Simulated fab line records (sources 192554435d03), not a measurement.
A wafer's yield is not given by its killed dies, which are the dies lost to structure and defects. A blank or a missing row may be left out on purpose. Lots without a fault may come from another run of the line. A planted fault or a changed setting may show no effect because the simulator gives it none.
Chamber matching + flow n5_finfet + 4 sister chambers for N5_MOL_CONTACT_COAG_ETCHBACK_132 on rie_diel-04
The step etches SiO2 in CHF3, target depth 10 nm, time 6.7 s. 4 wafers are shown with their chamber, then 8 later ones without.

## WAFERS, EACH WITH ITS CHAMBER
| wafer  | chamber | showerhead_plenum_p_Torr (Torr) |
|--------|---------|---------------------------------|
| L090.1 | 2       | 2.32                            |
| L090.4 | 0       | 2.52                            |
| L090.5 | 3       | 2.35                            |
| L091.3 | 1       | 2.26                            |

## WAFERS WITH NO CHAMBER GIVEN
| wafer  | showerhead_plenum_p_Torr (Torr) |
|--------|---------------------------------|
| L091.4 | 2.32                            |
| L091.5 | 2.32                            |
| L094.1 | 2.35                            |
| L094.2 | 2.25                            |
| L094.4 | 2.31                            |
| L097.2 | 2.51                            |
| L097.4 | 2.25                            |
| L097.6 | 2.51                            |

## WHICH CHAMBER EACH WENT THROUGH
| wafer  | from the rows above | in truth |
|--------|---------------------|----------|
| L091.4 | 2                   | 2        |
| L091.5 | 2                   | 2        |
| L094.1 | 3                   | 3        |
| L094.2 | 1                   | 1        |
| L094.4 | 2                   | 2        |
| L097.2 | 0                   | 0        |
| L097.4 | 1                   | 1        |
| L097.6 | 0                   | 0        |
Correctly placed: 8 of 8. Not placeable from these rows: 0. 0 placed wrongly.
How it was worked out, from the rows above alone: a wafer's distance from a chamber is the root of the sum, over the readings, of the square of ((its reading less the chamber's mean) divided by the reading's scatter). The wafer belongs to the nearest chamber; if the next one is less than 2 further off, it can't be placed. A chamber's mean is the mean of its shown wafers. The scatter: root of mean squared gap, hidden wafer to nearest shown wafer, with one shown wafer a chamber.
